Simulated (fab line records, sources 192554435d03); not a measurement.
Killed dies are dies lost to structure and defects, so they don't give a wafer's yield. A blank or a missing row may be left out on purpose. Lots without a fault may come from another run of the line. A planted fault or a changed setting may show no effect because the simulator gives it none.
Which tool did it? | flow n5_finfet | 12 lots, 36 wafers sampled, at 3 steps of a route of 1938

WHAT THE GAUGES READ, wafer by wafer
N5_FIN_CUT_OVL_MEAS_09.
lot  | measured    | on         | FIN_CUT_OVL (nm)
L075 | day 2 08:20 | overlay-02 | -0.7 -0.4 -0.3
L077 | day 2 21:13 | overlay-01 | -1.2 -0.9 -0.3
L079 | day 3 09:01 | overlay-02 | -0.5 -0.3 -0.6
L081 | day 3 22:51 | overlay-02 | -0.1 0.9 -0.2
L083 | day 4 08:53 | overlay-02 | -0.1 -0.6 -0.2
L085 | day 4 21:41 | overlay-01 | -0.6 -0.3 -1.3
L087 | day 5 09:59 | overlay-02 | -0.8 0.4 0.7
L089 | day 5 20:29 | overlay-02 | -0.9 -0.3 0.7
L091 | day 6 08:55 | overlay-02 | -0.6 -0.2 1.2
L093 | day 6 22:10 | overlay-02 | 1.3 0.9 0.8
L095 | day 7 08:55 | overlay-02 | -0.9 -1.1 -1.1
L097 | day 7 20:58 | overlay-02 | 0.1 0.3 -0.6

WHICH TOOL RAN EACH LOT (tool, then ch and the chambers of the sampled wafers, then the start)
lot  | N5_FIN_SAQP_HM_OPEN_33            | N5_FIN_SAQP_STRIP_77
L075 | rie_diel-02 ch 0,2,3, day 2 07:27 | rie_diel-02 ch 0,2,3, day 2 07:33
L077 | rie_diel-02 ch 0,1, day 2 20:20   | rie_diel-02 ch 0,1, day 2 20:25
L079 | rie_diel-05 ch 0,1,2, day 3 08:01 | rie_diel-05 ch 0,1,2, day 3 08:06
L081 | rie_diel-06 ch 0,1,3, day 3 21:58 | rie_diel-06 ch 0,1,3, day 3 22:04
L083 | rie_diel-06 ch 0,2,3, day 4 07:58 | rie_diel-06 ch 0,2,3, day 4 08:04
L085 | rie_diel-02 ch 1,2,3, day 4 20:41 | rie_diel-02 ch 1,2,3, day 4 20:47
L087 | rie_diel-05 ch 0,2, day 5 08:58   | rie_diel-05 ch 0,2, day 5 09:04
L089 | rie_diel-06 ch 2,3, day 5 19:30   | rie_diel-06 ch 2,3, day 5 19:35
L091 | rie_diel-05 ch 1,3, day 6 07:55   | rie_diel-05 ch 1,3, day 6 08:01
L093 | rie_diel-02 ch 0,1,3, day 6 21:07 | rie_diel-02 ch 0,1,3, day 6 21:13
L095 | rie_diel-05 ch 0,1, day 7 07:55   | rie_diel-05 ch 0,1, day 7 08:01
L097 | rie_diel-05 ch 0,3, day 7 19:59   | rie_diel-05 ch 0,3, day 7 20:04
- N5_FIN_SAQP_HM_OPEN_33: chemistry CH3F/O2, target SiNx, target depth 49.4 nm, time 70.6 s.
- N5_FIN_SAQP_STRIP_77: strips in N2/H2, time 90 s.

THE ANSWER, worked out from the rows above alone
Rule: what is usual is taken from the lots themselves. Put in order of their means at a reading, lots are off if they are a third of the lots or fewer, leave a main group of 4 or more, and stand apart from it by a gap of 3 or more times the standard deviation of the main group's means; of several such gaps the widest counts. A main group whose means are all the same, to the digits that the tables above print for the reading, isn't used. A lot without any number at a reading at which 4 lots or more have one is off too. The other lots that the step has rows for count as sound.
No lot is off at any reading shown: from this, nothing can be told.

WHAT THE SIMULATOR HAD PUT IN
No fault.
